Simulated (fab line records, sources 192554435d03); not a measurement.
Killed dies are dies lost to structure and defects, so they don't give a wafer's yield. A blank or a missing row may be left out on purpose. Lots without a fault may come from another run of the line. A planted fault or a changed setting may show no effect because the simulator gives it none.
Which tool did it? | flow n5_finfet | 8 lots, 23 wafers sampled, at 8 steps of a route of 1938

WHAT THE GAUGES READ, wafer by wafer
N5_BEOL_M4_RC_MEAS_101. Usual: DIBL_N 35.4 mV/V, standard deviation 2.1; DIBL_P 34.8 mV/V, standard deviation 2.6; IOFF_N 0.15 nA/um, standard deviation 0.037; IOFF_P 0.19 nA/um, standard deviation 0.037; ION_N 677 uA/um, standard deviation 16; ION_P 462 uA/um, standard deviation 9.3; SS_N 71.4 mV/dec, standard deviation 0.75; SS_P 72.9 mV/dec, standard deviation 0.77; VT_N 250 mV, standard deviation 3.7; VT_P -251 mV, standard deviation 3.5.
lot  | measured     | on        | DIBL_N (mV/V)  | DIBL_P (mV/V)  | IOFF_N (nA/um) | IOFF_P (nA/um) | ION_N (uA/um) | ION_P (uA/um) | SS_N (mV/dec)  | SS_P (mV/dec)  | VT_N (mV)   | VT_P (mV)      | flag
L835 | day 8 15:29  | prober-01 | 35.6 39.3 37.9 | 34.3 38.9 37.1 | 0.13 0.22 0.19 | 0.14 0.20 0.18 | 654 684 686   | 441 455 455   | 71.5 73.0 72.5 | 72.4 73.8 73.3 | 255 247 249 | -257 -256 -254 |
L837 | day 9 05:58  | prober-01 | 35.3 36.9 31.4 | 35.4 36.0 29.3 | 0.15 0.16 0.09 | 0.19 0.18 0.12 | 690 677 657   | 464 453 449   | 71.8 71.4 70.0 | 73.3 72.7 71.3 | 245 250 256 | -253 -255 -259 |
L839 | day 9 08:56  | prober-02 | 39.0 32.9 37.2 | 37.7 31.1 35.9 | 0.24 0.12 0.20 | 0.23 0.15 0.21 | 679 672 688   | 456 463 465   | 72.0 70.8 72.7 | 74.2 72.4 73.9 | 245 255 245 | -248 -252 -248 |
L840 | day 9 12:27  | prober-02 | 35.6 33.2 32.8 | 35.9 32.4 32.0 | 0.15 0.11 0.11 | 0.20 0.14 0.15 | 677 669 647   | 461 459 454   | 71.1 70.3 71.4 | 73.5 71.7 72.9 | 253 255 253 | -249 -254 -253 |
L843 | day 10 10:13 | prober-01 | 33.8 33.4      | 33.4 32.0      | 0.12 0.12      | 0.20 0.17      | 660 666       | 461 464       | 70.9 71.6      | 73.0 72.0      | 255 251     | -249 -251      |
L845 | day 10 15:20 | prober-01 | 36.0 36.2 37.3 | 34.6 34.6 35.1 | 0.13 0.15 0.15 | 0.21 0.20 0.19 | 649 677 661   | 450 466 450   | 71.0 71.3 71.3 | 73.0 73.2 72.4 | 250 246 249 | -251 -252 -251 |
L855 | day 13 15:20 | prober-01 | 35.9 39.2 35.8 | 34.1 39.1 33.8 | 0.13 0.20 0.13 | 0.15 0.22 0.14 | 656 709 668   | 449 469 445   | 71.6 72.2 71.5 | 72.8 74.6 73.2 | 255 245 254 | -254 -253 -261 |
L858 | day 14 14:02 | prober-02 | 38.0 36.1 36.0 | 40.0 37.1 36.9 | 0.22 0.18 0.17 | 0.26 0.23 0.21 | 710 701 689   | 477 476 467   | 72.6 71.7 71.4 | 73.7 73.3 73.6 | 242 247 246 | -247 -250 -250 |

N5_BEOL_M9_CD_MEAS_28: target cd 70 nm. Usual: cd_nm 69.90 nm, standard deviation 0.28.
lot  | measured     | on        | cd_nm (nm)        | flag
L835 | day 10 11:32 | cd_sem-01 | 70.51 70.53 69.61 |
L837 | day 11 03:31 | cd_sem-02 | 69.93 69.76 69.78 |
L839 | day 11 11:59 | cd_sem-01 | 70.05 70.16 70.24 |
L840 | day 11 11:49 | cd_sem-03 | 69.49 70.05 69.50 |
L843 | day 12 10:16 | cd_sem-03 | 69.63 69.72       |
L845 | day 12 17:34 | cd_sem-02 | 70.07 70.24 69.54 |
L855 | day 15 05:44 | cd_sem-01 | 69.44 70.13 69.86 |
L858 | day 16 10:55 | cd_sem-02 | 70.50 70.55 70.45 |

N5_BEOL_M9_OVL_MEAS_29. Usual: V8_OVL 0.2 nm, standard deviation 0.71.
lot  | measured     | on         | V8_OVL (nm)    | flag
L835 | day 10 11:34 | overlay-02 | 2.0 1.4 0.4    |
L837 | day 11 03:32 | overlay-01 | 0.2 1.2 0.7    |
L839 | day 11 12:01 | overlay-02 | 0.3 0.7 -0.1   |
L840 | day 11 11:52 | overlay-02 | -0.1 -0.2 0.7  |
L843 | day 12 10:18 | overlay-01 | -0.2 -0.5      |
L845 | day 12 17:36 | overlay-01 | -0.4 -0.7 -0.2 |
L855 | day 15 05:47 | overlay-02 | 0.1 1.4 0.9    |
L858 | day 16 10:56 | overlay-01 | 0.9 -0.5 0.1   |

N5_BEOL_M9_OCD_MEAS_38. Usual: trench_depth_nm 151.1 nm, standard deviation 2.5.
lot  | measured     | on     | trench_depth_nm (nm) | flag
L835 | day 10 12:14 | ocd-01 | 151.2 146.5 147.0    |
L837 | day 11 04:19 | ocd-02 | 147.6 148.0 147.6    |
L839 | day 11 12:37 | ocd-02 | 151.1 150.9 152.9    |
L840 | day 11 12:40 | ocd-01 | 154.7 154.8 154.2    |
L843 | day 12 11:01 | ocd-02 | 72.0 -               | OFF
L845 | day 12 18:22 | ocd-02 | 150.0 1.6 3.5        | OFF
L855 | day 15 06:19 | ocd-02 | 153.9 154.2 152.8    |
L858 | day 16 11:29 | ocd-01 | 149.6 151.1 149.9    |

N5_BEOL_M9_CD_MEAS_35: target cd 70 nm, target cd y 40 nm. Usual: cd_nm 70.4 nm, standard deviation 0.8.
lot  | measured     | on        | cd_nm (nm)     | flag
L835 | day 10 12:23 | cd_sem-01 | 70.2 70.5 69.3 |
L837 | day 11 04:28 | cd_sem-02 | 71.1 71.0 71.6 |
L839 | day 11 12:46 | cd_sem-01 | 69.6 69.7 69.5 |
L840 | day 11 12:49 | cd_sem-01 | 71.2 71.9 71.4 |
L843 | day 12 11:10 | cd_sem-02 | 70.1 -         |
L845 | day 12 18:31 | cd_sem-02 | 70.5 - -       |
L855 | day 15 06:28 | cd_sem-03 | 70.8 70.7 70.7 |
L858 | day 16 11:38 | cd_sem-01 | 71.5 70.5 70.8 |

WHICH TOOL RAN EACH LOT (tool, then ch and the chambers of the sampled wafers, then the start)
lot  | N5_BEOL_M9_HM_DEP_02         | N5_BEOL_M9_STRIP_19                | N5_BEOL_M9_VIA_ETCH_34
L835 | pvd_sputter-02, day 10 08:43 | rie_diel-02 ch 0,2,3, day 10 10:06 | rie_diel-04 ch 1,2, day 10 11:57
L837 | pvd_sputter-02, day 10 21:57 | rie_diel-02 ch 0,1,3, day 10 23:07 | rie_diel-04 ch 2,3, day 11 04:02
L839 | pvd_sputter-02, day 11 10:17 | rie_diel-06 ch 0,3, day 11 11:19   | rie_diel-06 ch 0,3, day 11 12:20
L840 | pvd_sputter-02, day 11 10:11 | rie_diel-06 ch 0,3, day 11 11:10   | rie_diel-02 ch 0,1, day 11 12:17
L843 | pvd_sputter-02, day 12 08:22 | rie_diel-02 ch 0,3, day 12 09:29   | rie_diel-02 ch 0,1, day 12 10:44
L845 | pvd_sputter-02, day 12 14:44 | rie_diel-02 ch 0,3, day 12 15:35   | rie_diel-04 ch 0,1, day 12 17:58
L855 | pvd_sputter-02, day 15 03:58 | rie_diel-02 ch 0,3, day 15 05:11   | rie_diel-02 ch 0,3, day 15 06:02
L858 | pvd_sputter-03, day 16 08:12 | rie_diel-02 ch 0,1,3, day 16 09:03 | rie_diel-04 ch 0,1,2, day 16 11:13
- N5_BEOL_M9_HM_DEP_02: deposits TiN, target thk 20 nm.
- N5_BEOL_M9_STRIP_19: strips in O2.
- N5_BEOL_M9_VIA_ETCH_34: etches SiCOH lowk in C4F6/O2, target depth 182.4 nm, time 68.4 s.

WHAT THE TOOLS THEMSELVES READ (means of the sampled wafers that have a number; where no wafer has one, the mark that the record gives instead)
N5_BEOL_M9_HM_DEP_02. Usual: throttle_valve_pct 30.5 %, standard deviation 0.73.
lot  | tool           | throttle_valve_pct (%) | flag
L835 | pvd_sputter-02 | 30.5                   |
L837 | pvd_sputter-02 | 30.4                   |
L839 | pvd_sputter-02 | 30.3                   |
L840 | pvd_sputter-02 | 30.3                   |
L843 | pvd_sputter-02 | 30.1                   |
L845 | pvd_sputter-02 | 30.2                   |
L855 | pvd_sputter-02 | 30.7                   |
L858 | pvd_sputter-03 | 31.2                   |

N5_BEOL_M9_STRIP_19. Usual: drypump_motor_current_A 5.6 A, standard deviation 0.45; oes_product_au 0.79 a.u., standard deviation 0.08; rf_vpp_V 3.7 V, standard deviation 0.55; showerhead_plenum_p_Torr 2.05 Torr, standard deviation 0.061; throttle_valve_pct 16.7 %, standard deviation 0.32.
lot  | tool        | drypump_motor_current_A (A) | oes_product_au (a.u.) | rf_vpp_V (V) | showerhead_plenum_p_Torr (Torr) | throttle_valve_pct (%) | flag
L835 | rie_diel-02 | 5.6                         | 0.72                  | 3.9          | 2.03                            | 16.8                   |
L837 | rie_diel-02 | 5.7                         | 0.77                  | 4.0          | 2.03                            | 16.8                   |
L839 | rie_diel-06 | 5.3                         | 0.75                  | 3.9          | 2.00                            | 16.9                   |
L840 | rie_diel-06 | 5.3                         | 0.79                  | 4.1          | 2.02                            | 16.9                   |
L843 | rie_diel-02 | 5.5                         | 0.75                  | 3.7          | 2.02                            | 17.0                   |
L845 | rie_diel-02 | 5.7                         | 0.74                  | 3.5          | 2.03                            | 17.0                   |
L855 | rie_diel-02 | 5.4                         | 0.74                  | 3.9          | 2.01                            | 17.1                   |
L858 | rie_diel-02 | 5.6                         | 0.74                  | 3.3          | 2.02                            | 16.9                   |

N5_BEOL_M9_VIA_ETCH_34. Usual: drypump_motor_current_A 5.6 A, standard deviation 0.48; oes_product_au 0.81 a.u., standard deviation 0.083; rf_vpp_V 666 V, standard deviation 20; showerhead_plenum_p_Torr 2.83 Torr, standard deviation 0.091; throttle_valve_pct 21.0 %, standard deviation 0.34.
lot  | tool        | drypump_motor_current_A (A) | oes_product_au (a.u.) | rf_vpp_V (V) | showerhead_plenum_p_Torr (Torr) | throttle_valve_pct (%) | flag
L835 | rie_diel-04 | 6.2                         | 0.71                  | 679          | 2.90                            | 21.1                   |
L837 | rie_diel-04 | 5.6                         | 0.69                  | 671          | 2.95                            | 21.1                   |
L839 | rie_diel-06 | 5.3                         | 0.78                  | 664          | 2.75                            | 21.2                   |
L840 | rie_diel-02 | 5.9                         | 0.79                  | 642          | 2.78                            | 20.9                   |
L843 | rie_diel-02 | 6.0                         | 0.41                  | 644          | 2.79                            | 20.9                   | OFF
L845 | rie_diel-04 | 6.2                         | 0.47                  | 688          | 2.80                            | 20.5                   | OFF
L855 | rie_diel-02 | 5.4                         | 0.73                  | 669          | 2.77                            | 21.5                   |
L858 | rie_diel-04 | 6.1                         | 0.83                  | 673          | 2.83                            | 20.8                   |

THE ANSWER, worked out from the rows above alone
Rule: a lot is off if the mean of its wafers that have a number lies more than 3 standard deviations from the usual mean. A lot without any number at a reading at which 4 lots or more have one is off too. The other lots that the step has rows for count as sound. The gauges are gone through in route order, then the tools' own readings, and for those a lot's mean is taken as printed above. The first step at which some lot is off is used, and at that step the reading that is off furthest; a lot without a number counts as furthest.
Off: L843, L845, at N5_BEOL_M9_OCD_MEAS_38 (trench_depth_nm).
A tool fits if, at a process step before that reading, it ran every lot that is off, and no sound lot after the first of them. The gauges at N5_BEOL_M9_OCD_MEAS_38 aren't tried: what is off there is off at N5_BEOL_M9_VIA_ETCH_34 too, on other tools, and a gauge's error can't cause that. None of those tried fits.

WHAT THE SIMULATOR HAD PUT IN
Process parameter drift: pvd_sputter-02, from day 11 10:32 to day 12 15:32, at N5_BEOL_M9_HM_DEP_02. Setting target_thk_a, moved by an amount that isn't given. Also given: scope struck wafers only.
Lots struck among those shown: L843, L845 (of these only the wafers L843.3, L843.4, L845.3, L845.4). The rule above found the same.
